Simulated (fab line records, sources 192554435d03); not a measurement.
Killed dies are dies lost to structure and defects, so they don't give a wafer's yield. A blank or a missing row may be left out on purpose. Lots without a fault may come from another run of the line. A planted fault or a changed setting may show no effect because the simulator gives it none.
fab line records | flow n5_finfet
record lots=5 wafers=15 last_day=18
route steps=1938 shown BEOL_M14@1738
lots that met no fault: from a run of the same line without faults
start_h: hours from the record's first day to the start of the lot's first wafer shown | wait_h: hours since the lot's step before | " the same as in the row above | L1.1+2: a row that stands for several wafers | - no value, or no start given | * or withheld: withheld | < > ~ a bound
route shown NAME@n: a module of which the file shows steps, and the number in the route of the first | usual: mean/standard deviation of fault-free wafers | same: alike in all rows | chamber/n: place in a boat | sites: the reading at each site | _std_site: their standard deviation | _edge_site: outer sites' mean less inner sites' | radius_mm: how far each site lies from the wafer's centre | mask NAME#n: copy n | behind: the tool/chamber that last shaped the wafer | hold: why the lot was held/for how many hours/how that ended | device: the transistor (n, p or np) that didn't switch | end of line: the same wafers' tests at the end of the route | a step without rows: its recipe alone | killed: dies lost to structure and defects at the first sort, not the wafer's yield | map: a wafer's dies, x killed, . not, _ none there
set.NAME: the setting as run; set.NAME@STEP: as run at that earlier step | model.NAME: the simulator's own value behind a step, which no gauge read
lots at some steps of the route; a table a step, a row a wafer
services: from which hour (start_h, from the record's first day; less than 0 if before it) a tool's chamber was out of use, for how many hours, and why
## steps
# step N5_BEOL_M14_COAT_66
# recipe resist=SiARC temp_c=220 time_s=60 spin_rpm=1500 resist_thk_nm=110
# usual heater_power_total_W=427.9/2.1
# columns lot.wafer tool chamber start_h wait_h heater_power_total_W
L078.1 litho_track-03 0 - - 424.3
L078.3 " 0 " " 425.3
L078.4 " 0 " " 429.7
L086.2 litho_track-05 0 - - 425.2
L086.3 " 0 " " 429.9
L086.6 " 0 " " 427.5
L089.3 litho_track-05 0 - - 425.1
L089.4 " 0 " " 425.4
L089.6 " 0 " " 430.0
L091.1 litho_track-01 0 - - 426.9
L091.2 " 0 " " 429.9
L091.6 " 0 " " 424.2
L092.2 litho_track-03 0 - - 430.9
L092.4 " 0 " " 429.4
L092.6 " 0 " " 425.8
# step N5_BEOL_M14_COAT_22
# recipe spin_rpm=2888 resist_thk_nm=300
# columns lot.wafer tool chamber start_h wait_h
L078.1+3+4 litho_track-03 0 - -
L086.2+3+6 litho_track-05 0 - -
L089.3+4+6 litho_track-05 0 - -
L091.1+2+6 litho_track-01 0 - -
L092.2+4+6 litho_track-03 0 - -
# step N5_BEOL_M14_EBR_24
# recipe solvent=PGMEA ebr_width_mm=1.5
# same ebr_width_mm=1.5
# columns lot.wafer tool chamber start_h wait_h
L078.1+3+4 litho_track-03 0 - -
L086.2+3+6 litho_track-05 0 - -
L089.3+4+6 litho_track-05 0 - -
L091.1+2+6 litho_track-01 0 - -
L092.2+4+6 litho_track-03 0 - -
# step N5_BEOL_M14_SOFTBAKE_23
# recipe temp_c=130 time_s=60
# usual heater_power_total_W=218.5/1.6
# columns lot.wafer tool chamber start_h wait_h heater_power_total_W
L078.1 litho_track-03 0 - - 220.8
L078.3 " 0 " " 218.4
L078.4 " 0 " " 220.5
L086.2 litho_track-05 0 - - 218.0
L086.3 " 0 " " 216.4
L086.6 " 0 " " 220.1
L089.3 litho_track-05 0 - - 221.0
L089.4 " 0 " " 218.6
L089.6 " 0 " " 220.9
L091.1 litho_track-01 0 - - 217.4
L091.2 " 0 " " 216.6
L091.6 " 0 " " 217.2
L092.2 litho_track-03 0 - - 219.0
L092.4 " 0 " " 217.2
L092.6 " 0 " " 220.8
# step N5_BEOL_M14_EXPOSE_25
# recipe mask_id=M14 na=0.8 source_shape=annular sigma_inner=0.5 sigma_outer=0.8 polarization=unpolarized target_cd_nm=280 dose_mj=26.6
# same sigma_inner=0.5
# columns lot.wafer tool chamber start_h wait_h mask
L078.1+3+4 krf_scanner-02 0 299.71 - M14#0
L086.2+3+6 krf_scanner-01 0 334.83 - M14#0
L089.3+4+6 krf_scanner-02 0 363.77 - M14#0
L091.1+2+6 krf_scanner-01 0 381.58 - M14#0
L092.2+4+6 krf_scanner-01 0 394.37 - M14#0
# step N5_BEOL_M14_PEB_26
# recipe peb_temp_c=130 peb_time_s=90
# usual heater_power_total_W=172.6/0.74
# same peb_time_s=90
# columns lot.wafer tool chamber start_h wait_h heater_power_total_W
L078.1 litho_track-03 0 299.77 0.1 172.2
L078.3 " 0 " " 172.4
L078.4 " 0 " " 172.6
L086.2 litho_track-01 0 334.88 0.0 172.1
L086.3 " 0 " " 171.4
L086.6 " 0 " " 171.3
L089.3 litho_track-05 0 363.81 0.0 172.4
L089.4 " 0 " " 173.0
L089.6 " 0 " " 170.8
L091.1 litho_track-01 0 381.64 0.1 172.8
L091.2 " 0 " " 172.4
L091.6 " 0 " " 171.4
L092.2 litho_track-03 0 394.42 0.0 172.4
L092.4 " 0 " " 173.6
L092.6 " 0 " " 171.2
# step N5_BEOL_M14_DEVELOP_27
# recipe develop_time_s=45 rinse_liquid=diw dry=air_spin dev_temp_c=21
# columns lot.wafer tool chamber start_h wait_h
L078.1+3+4 litho_track-03 0 - -
L086.2+3+6 litho_track-01 0 - -
L089.3+4+6 litho_track-05 0 - -
L091.1+2+6 litho_track-01 0 - -
L092.2+4+6 litho_track-03 0 - -
# step N5_BEOL_M14_HARDBAKE_32
# recipe temp_c=130 time_s=120
# usual heater_power_total_W=148.0/0.9
# columns lot.wafer tool chamber start_h wait_h heater_power_total_W
L078.1 litho_track-03 0 - - 147.9
L078.3 " 0 " " 148.9
L078.4 " 0 " " 147.2
L086.2 litho_track-01 0 - - 148.8
L086.3 " 0 " " 148.8
L086.6 " 0 " " 148.9
L089.3 litho_track-05 0 - - 147.6
L089.4 " 0 " " 147.2
L089.6 " 0 " " 147.5
L091.1 litho_track-01 0 - - 147.3
L091.2 " 0 " " 147.3
L091.6 " 0 " " 146.9
L092.2 litho_track-03 0 - - 149.0
L092.4 " 0 " " 147.9
L092.6 " 0 " " 149.1
# step N5_BEOL_M14_CD_MEAS_28
# recipe target_cd_nm=284.4 landing_energy_ev=500 detector=se_inlens
# usual cd_nm=284.9/1.6
# columns lot.wafer tool chamber start_h wait_h cd_nm
L078.1 cd_sem-03 0 299.88 - 286.0
L078.3 " 0 " " 284.9
L078.4 " 0 " " 283.3
L086.2 cd_sem-03 0 335.00 - 283.1
L086.3 " 0 " " 284.4
L086.6 " 0 " " 283.1
L089.3 cd_sem-03 0 363.93 - 283.6
L089.4 " 0 " " 283.2
L089.6 " 0 " " 282.2
L091.1 cd_sem-03 0 381.75 - 281.9
L091.2 " 0 " " 284.0
L091.6 " 0 " " 283.1
L092.2 cd_sem-01 0 394.53 - 286.6
L092.4 " 0 " " 284.3
L092.6 " 0 " " 285.9
# step N5_BEOL_M14_OVL_MEAS_29
# recipe points_per_wafer=44
# usual M14_OVL=3/5.4
# columns lot.wafer tool chamber start_h wait_h M14_OVL[nm]
L078.1 overlay-02 0 299.94 0.1 6
L078.3 " 0 " " -6
L078.4 " 0 " " 7
L086.2 overlay-01 0 335.03 0.0 7
L086.3 " 0 " " 14
L086.6 " 0 " " 4
L089.3 overlay-01 0 363.96 0.0 10
L089.4 " 0 " " 1
L089.6 " 0 " " 0
L091.1 overlay-02 0 381.78 0.0 -1
L091.2 " 0 " " -5
L091.6 " 0 " " -8
L092.2 overlay-02 0 394.56 0.0 -5
L092.4 " 0 " " -4
L092.6 " 0 " " -3
# step N5_BEOL_M14_INSPECT_30
# recipe mode=adi inspect_instrument=macro
# usual raw_defect_count=2.0/1.3
# columns lot.wafer tool chamber start_h wait_h raw_defect_count
L078.1 defect_inspect-02 - 299.96 0.0 1
L078.3 " - " " 1
L078.4 " - " " 1
L086.2 defect_inspect-01 - 335.05 0.0 5
L086.3 " - " " 2
L086.6 " - " " 1
L089.3 defect_inspect-01 - 363.98 0.0 1
L089.4 " - " " 4
L089.6 " - " " 3
L091.1 defect_inspect-02 - 381.81 0.0 1
L091.2 " - " " 3
L091.6 " - " " 2
L092.2 defect_inspect-01 - 394.59 0.0 3
L092.4 " - " " 4
L092.6 " - " " 1
# step N5_BEOL_M14_DESCUM_33
# recipe chemistry=O2 time_s=7.9 source_power_w=50 bias_power_w=20 pressure_mtorr=20 rf_frequency_hz=2.712e+07 temp_c=40 o2_flow_sccm=225
# usual drypump_motor_current_A=5.9/0.38 oes_product_au=0.80/0.08 rf_vpp_V=243.4/1.8 showerhead_plenum_p_Torr=2.11/0.11 throttle_valve_pct=20.34/0.16
# columns lot.wafer tool chamber start_h wait_h drypump_motor_current_A oes_product_au rf_hours_counter_h rf_vpp_V showerhead_plenum_p_Torr throttle_valve_pct
L078.1 rie_diel-05 3 300.01 0.0 6.3 0.91 17 245.2 2.14 20.30
L078.3 " 1 " " 5.4 0.73 177 240.5 1.90 20.56
L078.4 " 2 " " 5.8 0.85 52 245.2 2.22 20.34
L086.2 rie_diel-05 0 335.09 0.0 5.5 0.72 213 242.3 2.16 20.30
L086.3 " 1 " " 5.4 0.72 189 239.9 1.90 20.57
L086.6 " 1 " " 5.4 0.72 - 240.3 1.90 20.59
L089.3 rie_diel-05 0 364.16 0.2 5.5 0.71 226 242.9 2.15 20.32
L089.4 " 1 " " 5.4 0.71 203 239.5 1.90 20.59
L089.6 " 3 " " 6.3 0.87 - 244.3 2.14 20.34
L091.1 rie_diel-05 1 381.84 0.0 5.4 0.71 209 239.1 1.89 20.60
L091.2 " 3 " " 6.3 0.87 43 243.5 2.13 20.34
L091.6 " 0 " " 5.5 0.70 - 243.6 2.15 20.33
L092.2 rie_diel-04 3 395.04 0.5 6.0 0.91 18 244.1 2.05 20.11
L092.4 " 1 " " 6.1 0.91 38 245.7 2.21 20.01
L092.6 " 2 " " 6.2 0.77 - 242.6 2.00 20.63
# step N5_BEOL_M14_ETCH_67
# recipe chemistry=CF4 target=SiARC target_depth_a=1430 time_s=238.3 ion_energy_ev=80 pressure_mtorr=40 source_w=545 bias_w=36 Ar_flow_sccm=100 cf4_flow_sccm=100 ends=cleared
# usual drypump_motor_current_A=5.9/0.37 etch_rf_on_time_s=238/3.1 oes_product_au=0.68/0.068 rf_vpp_V=184.2/1.4 showerhead_plenum_p_Torr=2.16/0.099 throttle_valve_pct=15.54/0.21
# columns lot.wafer tool chamber start_h wait_h drypump_motor_current_A etch_rf_on_time_s oes_product_au rf_hours_counter_h rf_vpp_V showerhead_plenum_p_Torr throttle_valve_pct
L078.1 rie_diel-05 3 300.04 0.0 6.3 231 0.79 17 185.4 2.19 15.41
L078.3 " 1 " " 5.4 241 0.62 177 181.7 1.97 15.85
L078.4 " 2 " " 5.8 237 0.72 52 186.2 2.27 15.51
L086.2 rie_diel-05 0 335.12 0.0 5.6 240 0.61 213 185.7 2.20 15.52
L086.3 " 1 " " 5.4 242 0.61 189 181.3 1.97 15.85
L086.6 " 1 " " 5.4 242 0.60 - 182.7 1.97 15.87
L089.3 rie_diel-05 0 364.20 0.0 5.5 239 0.61 226 185.3 2.19 15.57
L089.4 " 1 " " 5.4 242 0.60 203 180.0 1.97 15.89
L089.6 " 3 " " 6.3 235 0.75 - 184.3 2.18 15.44
L091.1 rie_diel-05 1 381.88 0.0 5.4 241 0.60 209 181.9 1.96 15.91
L091.2 " 3 " " 6.3 237 0.74 43 184.8 2.18 15.45
L091.6 " 0 " " 5.5 238 0.61 - 184.6 2.19 15.57
L092.2 rie_diel-04 3 395.08 0.0 6.0 233 0.78 18 184.3 2.09 15.19
L092.4 " 1 " " 6.1 234 0.78 38 185.0 2.26 15.20
L092.6 " 2 " " 6.1 239 0.66 - 182.9 2.07 15.90
# step N5_BEOL_M14_ETCH_68
# recipe chemistry=N2/H2 target=SOC mask_material=SiARC source_w=3000 bias_w=350 temp_c=40 time_s=450 ion_energy_ev=200 pressure_mtorr=30 n2_flow_sccm=200 h2_flow_sccm=200
# usual drypump_motor_current_A=5.9/0.38 oes_product_au=0.80/0.08 rf_vpp_V=525/3.5 showerhead_plenum_p_Torr=2.57/0.12 throttle_valve_pct=17.72/0.19
# columns lot.wafer tool chamber start_h wait_h drypump_motor_current_A oes_product_au rf_hours_counter_h rf_vpp_V showerhead_plenum_p_Torr throttle_valve_pct
L078.1 rie_diel-05 3 300.19 0.1 6.3 0.92 18 526 2.60 17.66
L078.3 " 1 " " 5.4 0.73 177 517 2.33 18.00
L078.4 " 2 " " 5.8 0.84 52 528 2.70 17.65
L086.2 rie_diel-05 0 335.27 0.1 5.5 0.72 213 525 2.62 17.69
L086.3 " 1 " " 5.4 0.71 190 519 2.32 18.04
L086.6 " 1 " " 5.4 0.71 - 517 2.32 18.03
L089.3 rie_diel-05 0 364.34 0.1 5.6 0.70 226 525 2.62 17.70
L089.4 " 1 " " 5.4 0.70 203 517 2.32 18.05
L089.6 " 3 " " 6.3 0.87 - 526 2.60 17.70
L091.1 rie_diel-05 1 382.02 0.1 5.4 0.70 209 518 2.32 18.07
L091.2 " 3 " " 6.3 0.87 44 525 2.59 17.71
L091.6 " 0 " " 5.5 0.70 - 527 2.61 17.70
L092.2 rie_diel-04 3 395.22 0.1 6.0 0.91 18 522 2.49 17.43
L092.4 " 1 " " 6.1 0.91 39 527 2.69 17.36
L092.6 " 2 " " 6.1 0.77 - 523 2.45 18.05
# step N5_BEOL_M14_STRIP_69
# recipe chemistry=N2/H2 temp_c=40 n2_flow_sccm=200 h2_flow_sccm=200 rf_frequency_hz=6e+07
# columns lot.wafer tool chamber start_h wait_h
L078.1+3+4 rie_diel-05 3,1,2 300.45 0.1
L086.2+3+6 rie_diel-05 0,1,1 335.53 0.1
L089.3+4+6 rie_diel-05 0,1,3 364.61 0.1
L091.1+2+6 rie_diel-05 1,3,0 382.29 0.1
L092.2+4+6 rie_diel-04 3,1,2 395.49 0.1
# step N5_BEOL_M14_TRENCH_ETCH_34
# recipe chemistry=C4F8/O2/Ar target=SiO2 target_depth_a=5566.5 mask_material=SOC he_inner_torr=15 he_outer_torr=30 time_s=126.9 ion_energy_ev=800 pressure_mtorr=20 source_w=1905 bias_w=2040 Ar_flow_sccm=400 C4F8_flow_sccm=16 O2_flow_sccm=12
# usual O2_flow_sccm=12.00/0.035 drypump_motor_current_A=5.9/0.38 oes_product_au=0.80/0.08 rf_vpp_V=2230/13 showerhead_plenum_p_Torr=3.47/0.16 throttle_valve_pct=30.82/0.21
# columns lot.wafer tool chamber start_h wait_h O2_flow_sccm drypump_motor_current_A oes_product_au rf_hours_counter_h rf_vpp_V showerhead_plenum_p_Torr throttle_valve_pct
L078.1 rie_diel-05 3 300.46 0.0 12.00 6.3 0.91 18 2218 3.51 30.83
L078.3 " 1 " " 12.04 5.4 0.72 177 2219 3.17 31.14
L078.4 " 2 " " 11.99 5.8 0.86 52 2249 3.64 30.90
L086.2 rie_diel-05 0 335.54 0.0 12.06 5.5 0.72 213 2245 3.53 30.62
L086.3 " 1 " " 11.98 5.4 0.71 190 2217 3.16 31.14
L086.6 " 1 " " 12.04 5.4 0.72 - 2218 3.16 31.15
L089.3 rie_diel-05 0 364.62 0.0 12.00 5.6 0.71 226 2245 3.52 30.65
L089.4 " 1 " " 11.98 5.4 0.70 203 2216 3.16 31.17
L089.6 " 3 " " 11.99 6.3 0.88 - 2216 3.50 30.85
L091.1 rie_diel-05 1 382.30 0.0 12.03 5.4 0.69 209 2217 3.15 31.16
L091.2 " 3 " " 11.95 6.3 0.87 44 2217 3.49 30.86
L091.6 " 0 " " 11.97 5.5 0.71 - 2243 3.52 30.66
L092.2 rie_diel-04 3 395.50 0.0 12.00 6.0 0.91 18 2234 3.36 30.51
L092.4 " 1 " " 12.03 6.1 0.91 39 2230 3.63 30.53
L092.6 " 2 " " 11.96 6.1 0.77 - 2219 3.31 31.20
# step N5_BEOL_M14_STRIP_70
# recipe chemistry=C4F8/O2/Ar resist=SiARC rf_frequency_hz=6e+07
# columns lot.wafer tool chamber start_h wait_h
L078.1+3+4 rie_diel-05 3,1,2 300.58 0.1
L086.2+3+6 rie_diel-05 0,1,1 335.66 0.1
L089.3+4+6 rie_diel-05 0,1,3 364.73 0.1
L091.1+2+6 rie_diel-05 1,3,0 382.41 0.1
L092.2+4+6 rie_diel-04 3,1,2 395.61 0.1
# step N5_BEOL_M14_OCD_MEAS_35
# usual trench_depth_nm=558/7.9
# columns lot.wafer tool chamber start_h wait_h trench_depth_nm
L078.1 ocd-02 - 300.62 0.0 566
L078.3 " - " " 552
L078.4 " - " " 564
L086.2 ocd-02 - 335.70 0.0 548
L086.3 " - " " 547
L086.6 " - " " 543
L089.3 ocd-01 - 364.78 0.0 558
L089.4 " - " " 553
L089.6 " - " " 569
L091.1 ocd-01 - 382.45 0.0 547
L091.2 " - " " 568
L091.6 " - " " 555
L092.2 ocd-01 - 395.65 0.0 562
L092.4 " - " " 562
L092.6 " - " " 548
# step N5_BEOL_M14_STRIP_37
# recipe chemistry=O2 power_w=600 temp_c=60 pressure_mtorr=30 rf_frequency_hz=6e+07 bias_power_w=0 overash_fraction=0.3 o2_flow_sccm=225
# usual drypump_motor_current_A=5.9/0.37 oes_product_au=0.81/0.079 rf_vpp_V=3.8/1 showerhead_plenum_p_Torr=2.12/0.099 throttle_valve_pct=16.57/0.18
# columns lot.wafer tool chamber start_h wait_h drypump_motor_current_A oes_product_au rf_hours_counter_h rf_vpp_V showerhead_plenum_p_Torr throttle_valve_pct
L078.1 rie_diel-02 3 301.48 0.9 5.9 0.70 230 2.4 2.15 16.60
L078.3 " 2 " " 6.4 0.90 31 1.8 2.04 16.44
L078.4 " 0 " " 5.3 0.80 81 4.6 2.21 16.43
L086.2 rie_diel-05 2 335.74 0.0 5.8 0.83 66 3.4 2.22 16.58
L086.3 " 0 " " 5.5 0.71 214 3.7 2.16 16.58
L086.6 " 2 " " 5.8 0.82 - 3.0 2.22 16.60
L089.3 rie_diel-04 3 365.25 0.5 6.0 0.93 9 3.5 2.06 16.31
L089.4 " 2 " " 6.1 0.78 124 5.9 2.01 16.84
L089.6 " 2 " " 6.1 0.78 - 5.4 2.01 16.87
L091.1 rie_diel-02 0 385.84 3.4 5.3 0.77 111 3.8 2.20 16.50
L091.2 " 1 " " 5.4 0.74 151 4.5 2.18 16.71
L091.6 " 2 " " 6.4 0.84 - 4.0 2.03 16.51
L092.2 rie_diel-02 2 396.16 0.5 6.4 0.85 65 3.8 2.03 16.52
L092.4 " 2 " " 6.4 0.86 - 4.0 2.03 16.48
L092.6 " 0 " " 5.3 0.76 - 4.2 2.19 16.47
# step N5_BEOL_M14_ETCH_38
# recipe chemistry=CF4/N2 target=SiCN target_depth_a=1065 taper_deg=2 time_s=120.6 ion_energy_ev=150 mask_material=SiO2 pressure_mtorr=40 source_w=430 bias_w=70 Ar_flow_sccm=100 cf4_flow_sccm=60 n2_flow_sccm=60
# usual drypump_motor_current_A=5.9/0.38 oes_product_au=0.81/0.079 rf_vpp_V=383.1/2.5 showerhead_plenum_p_Torr=2.24/0.096 throttle_valve_pct=15.35/0.22
# columns lot.wafer tool chamber start_h wait_h drypump_motor_current_A oes_product_au rf_hours_counter_h rf_vpp_V showerhead_plenum_p_Torr throttle_valve_pct
L078.1 rie_diel-02 3 - - 5.9 0.70 230 384.4 2.26 15.37
L078.3 " 2 " " 6.4 0.91 31 382.1 2.16 15.22
L078.4 " 0 " " 5.3 0.80 81 384.1 2.32 15.22
L086.2 rie_diel-05 2 - - 5.8 0.83 66 384.4 2.33 15.37
L086.3 " 0 " " 5.5 0.72 214 384.7 2.27 15.39
L086.6 " 2 " " 5.8 0.83 - 385.2 2.33 15.37
L089.3 rie_diel-04 3 - - 6.0 0.95 9 381.6 2.16 14.99
L089.4 " 2 " " 6.1 0.79 124 378.9 2.13 15.69
L089.6 " 2 " " 6.1 0.79 - 379.4 2.13 15.71
L091.1 rie_diel-02 0 - - 5.3 0.77 111 384.5 2.31 15.25
L091.2 " 1 " " 5.4 0.75 151 385.9 2.30 15.51
L091.6 " 2 " " 6.4 0.88 - 379.6 2.15 15.27
L092.2 rie_diel-02 2 - - 6.4 0.86 65 381.9 2.15 15.28
L092.4 " 2 " " 6.4 0.86 - 382.2 2.15 15.29
L092.6 " 0 " " 5.3 0.77 - 384.2 2.31 15.26
# step N5_BEOL_M14_PRECLEAN_39
# recipe chemistry=residue_remover time_s=60 temp_c=40
# columns lot.wafer tool chamber start_h wait_h
L078.1+3+4 wet_bench-01 4,0,3 301.68 -
L086.2+3+6 wet_bench-06 1,0,5 335.93 -
L089.3+4+6 wet_bench-06 6,3,4 365.45 -
L091.1+2+6 wet_bench-05 2,4,6 386.04 -
L092.2+4+6 wet_bench-06 5,3,1 396.35 -
# step N5_BEOL_M14_SRD_40
# recipe time_s=30 temp_c=23 rinse_liquid=diw dry=n2_spin spin_rpm=1500 dry_time_s=30
# columns lot.wafer tool chamber start_h wait_h
L078.1+3+4 wet_bench-01 4,0,3 301.70 0.0
L086.2+3+6 wet_bench-06 1,0,5 335.95 0.0
L089.3+4+6 wet_bench-06 6,3,4 365.47 0.0
L091.1+2+6 wet_bench-05 2,4,6 386.06 0.0
L092.2+4+6 wet_bench-06 5,3,1 396.37 0.0
# step N5_BEOL_M14_DEGAS_41
# recipe ambient=vacuum temp_c=300 time_s=60
# usual heater_power_w=461/49
# columns lot.wafer tool chamber start_h wait_h heater_power_w
L078.1 pvd_sputter-01 - 301.87 0.2 517
L078.3 " - " " 446
L078.4 " - " " 396
L086.2 pvd_sputter-02 - 336.02 0.1 512
L086.3 " - " " 412
L086.6 " - " " 572
L089.3 pvd_sputter-01 - 365.68 0.2 399
L089.4 " - " " 513
L089.6 " - " " 403
L091.1 pvd_sputter-02 - 386.50 0.4 544
L091.2 " - " " 507
L091.6 " - " " 515
L092.2 pvd_sputter-01 - 396.42 0.0 403
L092.4 " - " " 514
L092.6 " - " " 518
# step N5_BEOL_M14_PRE_CLEAN_42
# recipe gas=H2/He time_s=30 temp_c=300
# usual heater_power_w=460/49
# columns lot.wafer tool chamber start_h wait_h heater_power_w
L078.1 pvd_sputter-01 - 301.91 0.0 498
L078.3 " - " " 444
L078.4 " - " " 406
L086.2 pvd_sputter-02 - 336.06 0.0 506
L086.3 " - " " 412
L086.6 " - " " 542
L089.3 pvd_sputter-01 - 365.72 0.0 399
L089.4 " - " " 509
L089.6 " - " " 400
L091.1 pvd_sputter-02 - 386.54 0.0 538
L091.2 " - " " 498
L091.6 " - " " 519
L092.2 pvd_sputter-01 - 396.46 0.0 400
L092.4 " - " " 510
L092.6 " - " " 507
# step N5_BEOL_M14_SPUTTER_43
# recipe material=TaN target_thk_a=150 temp_c=50 bias_v=168.6 power_w=15000 chamber_pressure_pa=0.12 time_s=24.19
# usual throttle_valve_pct=30.0/1.1
# columns lot.wafer tool chamber start_h wait_h throttle_valve_pct
L078.1 pvd_sputter-01 - 301.95 0.0 29.4
L078.3 " - " " 27.5
L078.4 " - " " 30.0
L086.2 pvd_sputter-02 - 336.10 0.0 28.7
L086.3 " - " " 29.3
L086.6 " - " " 31.6
L089.3 pvd_sputter-01 - 365.76 0.0 30.2
L089.4 " - " " 29.4
L089.6 " - " " 30.2
L091.1 pvd_sputter-02 - 386.58 0.0 31.6
L091.2 " - " " 29.1
L091.6 " - " " 28.8
L092.2 pvd_sputter-01 - 396.50 0.0 30.1
L092.4 " - " " 29.0
L092.6 " - " " 29.4
# step N5_BEOL_M14_SPUTTER_44
# recipe material=Ta target_thk_a=150 temp_c=50 bias_v=80 power_w=15000 chamber_pressure_pa=0.07 time_s=24.19
# usual throttle_valve_pct=30.0/1.2
# columns lot.wafer tool chamber start_h wait_h throttle_valve_pct
L078.1 pvd_sputter-01 - 302.03 0.0 29.3
L078.3 " - " " 27.6
L078.4 " - " " 30.2
L086.2 pvd_sputter-02 - 336.18 0.0 28.9
L086.3 " - " " 29.4
L086.6 " - " " 31.6
L089.3 pvd_sputter-01 - 365.84 0.0 29.9
L089.4 " - " " 29.1
L089.6 " - " " 30.4
L091.1 pvd_sputter-02 - 386.66 0.0 31.7
L091.2 " - " " 28.9
L091.6 " - " " 29.0
L092.2 pvd_sputter-01 - 396.58 0.0 30.0
L092.4 " - " " 29.2
L092.6 " - " " 29.2
# step N5_BEOL_M14_SPUTTER_45
# recipe material=Cu target_thk_a=1000 temp_c=-20 bias_v=60 power_w=26000 chamber_pressure_pa=0.13 time_s=16.67
# usual throttle_valve_pct=30.0/1.2
# columns lot.wafer tool chamber start_h wait_h throttle_valve_pct
L078.1 pvd_sputter-01 - 302.11 0.0 29.3
L078.3 " - " " 27.2
L078.4 " - " " 30.1
L086.2 pvd_sputter-02 - 336.26 0.0 29.0
L086.3 " - " " 29.0
L086.6 " - " " 31.2
L089.3 pvd_sputter-01 - 365.92 0.0 30.1
L089.4 " - " " 29.2
L089.6 " - " " 29.8
L091.1 pvd_sputter-02 - 386.74 0.0 31.5
L091.2 " - " " 28.8
L091.6 " - " " 28.8
L092.2 pvd_sputter-01 - 396.66 0.0 29.9
L092.4 " - " " 29.4
L092.6 " - " " 29.1
# step N5_BEOL_M14_ECD_47
# recipe material=Cu target_thk_a=12480
# columns lot.wafer tool chamber start_h wait_h
L078.1+3+4 ecd_cu-02 0,0,1 302.23 0.1
L086.2+3+6 ecd_cu-01 0,0,1 336.38 0.1
L089.3+4+6 ecd_cu-01 0,1,1 366.09 0.1
L091.1+2+6 ecd_cu-01 1,0,1 386.86 0.1
L092.2+4+6 ecd_cu-01 1,0,1 396.78 0.1
# step N5_BEOL_M14_ANNEAL_48
# recipe temp_c=225 time_s=90 ambient=N2
# usual wafer_temp_C_max=226.3/0.41
# columns lot.wafer tool chamber start_h wait_h wafer_temp_C_max
L078.1 rtp_anneal-01 0 303.01 0.7 226.2
L078.3 " 0 " " 226.3
L078.4 " 0 " " 226.2
L086.2 rtp_anneal-02 0 337.02 0.6 226.0
L086.3 " 0 " " 226.2
L086.6 " 0 " " 226.0
L089.3 rtp_anneal-01 0 366.50 0.3 225.9
L089.4 " 0 " " 226.0
L089.6 " 0 " " 226.7
L091.1 rtp_anneal-01 0 387.60 0.7 225.8
L091.2 " 0 " " 225.6
L091.6 " 0 " " 226.0
L092.2 rtp_anneal-01 0 397.02 0.2 226.4
L092.4 " 0 " " 226.0
L092.6 " 0 " " 226.0
# step N5_BEOL_M14_CMP_49
# recipe stop_on=SiO2 t_overpolish_s=5.2 down_force_psi=2 platen_rpm=80 clearing_platen_down_force_psi=2 clearing_platen_rpm=80 post_cmp_clean=cu_alkaline target_thk_nm=560 clearing_platen_pad_velocity_m_s=1.5917 pad_velocity_m_s=1.5917
# usual barrier_field_endpoint_s=11.36/0.23 clearing_platen_down_force_psi=2.000/0.0042 clearing_platen_rpm=80.00/0.042 head_pressure_psi=2.000/0.0046 motor_current_A=8.1/0.67 overpolish_run_s=5.201/0.0077 time_to_endpoint_s=121/3.3
# columns lot.wafer tool chamber start_h wait_h barrier_field_endpoint_s clearing_platen_down_force_psi clearing_platen_rpm head_pressure_psi motor_current_A overpolish_run_s time_to_endpoint_s
L078.3 cmp-04 2 303.31 0.2 11.35 1.994 80.02 2.005 8.4 5.219 121
L078.1 " 3 " " 11.30 1.995 79.98 1.999 8.3 5.197 119
L078.4 " 0 " " 11.32 2.004 80.00 1.997 7.6 5.197 120
L086.3 cmp-01 1 337.54 0.3 11.59 1.995 80.01 1.996 9.1 5.201 121
L086.2 " 2 " " 11.43 1.999 79.98 2.001 7.6 5.200 121
L086.6 " 1 " " 11.59 1.995 79.97 1.991 9.0 5.207 123
L089.3 cmp-01 3 366.78 0.2 11.10 1.997 80.02 1.997 6.5 5.206 121
L089.4 " 0 " " 11.40 1.991 80.06 2.002 7.6 5.201 125
L089.6 " 1 " " 11.27 2.000 80.00 1.998 9.1 5.211 123
L091.2 cmp-03 0 387.94 0.2 10.80 1.998 80.00 2.003 8.7 5.210 117
L091.1 " 2 " " 11.12 2.002 80.02 2.007 8.8 5.211 121
L091.6 " 3 " " 11.17 2.000 80.13 2.001 7.7 5.210 123
L092.4 cmp-01 2 397.27 0.1 11.59 2.000 80.05 1.998 7.9 5.212 126
L092.2 " 3 " " 11.61 2.000 79.95 1.996 6.6 5.208 128
L092.6 " 2 " " 11.56 2.003 80.04 1.995 7.6 5.207 129
# step N5_BEOL_M14_THK_MEAS_50
# recipe thk_meas_gauge=xrf reads=Cu_of_BEOL_M14_ECD_47
# usual M14_THK=554/8.1
# columns lot.wafer tool chamber start_h wait_h M14_THK[nm]
L078.1 film_metro-02 - 303.60 - 560
L078.3 " - " " 542
L078.4 " - " " 563
L086.2 film_metro-01 - 337.80 - 551
L086.3 " - " " 549
L086.6 " - " " 546
L089.3 film_metro-02 - 367.00 - 559
L089.4 " - " " 554
L089.6 " - " " 570
L091.1 film_metro-02 - 388.19 - 543
L091.2 " - " " 563
L091.6 " - " " 552
L092.2 film_metro-02 - 397.56 - 553
L092.4 " - " " 555
L092.6 " - " " 542
# step N5_BEOL_M14_PRE_CLEAN_52
# recipe gas=NH3 time_s=15 temp_c=withheld rf_power_w=300
# columns lot.wafer tool chamber start_h wait_h
L078.1+3+4 pecvd-04 1,0,2 303.64 0.0
L086.2+3+6 pecvd-04 2,0,1 337.83 0.0
L089.3+4+6 pecvd-04 1,0,1 367.04 0.0
L091.1+2+6 pecvd-03 2,0,1 388.23 0.0
L092.2+4+6 pecvd-02 1,0,1 397.60 0.0
## services
# columns tool chamber start_h hours kind
pecvd-03 0 279.12 5.2 repair
krf_scanner-02 - 283.03 1.8 repair
pecvd-03 - 297.02 5.5 pm
cmp-03 - 297.74 5.6 repair
cmp-04 - 306.38 0.4 repair
krf_scanner-01 - 308.13 3.0 pm
cmp-04 - 314.71 4.0 pm
rie_diel-02 3 321.37 8.5 repair
rtp_anneal-01 - 326.99 4.0 pm
pecvd-02 1 333.33 8.4 repair
rie_diel-05 3 337.33 15.2 repair
cmp-01 - 343.50 0.9 repair
krf_scanner-01 - 344.30 0.8 pm
pecvd-04 0 344.39 3.6 repair
krf_scanner-02 - 348.03 1.1 repair
rie_diel-02 1 356.92 13.5 repair
ecd_cu-02 - 363.40 0.6 repair
krf_scanner-02 - 376.39 1.5 repair
krf_scanner-02 - 385.49 2.4 repair
krf_scanner-02 - 387.93 1.0 pm
krf_scanner-01 - 388.93 1.0 pm
krf_scanner-02 - 391.60 0.5 repair
krf_scanner-01 - 393.51 0.6 repair
ecd_cu-01 - 394.54 0.5 repair
## key
fault none
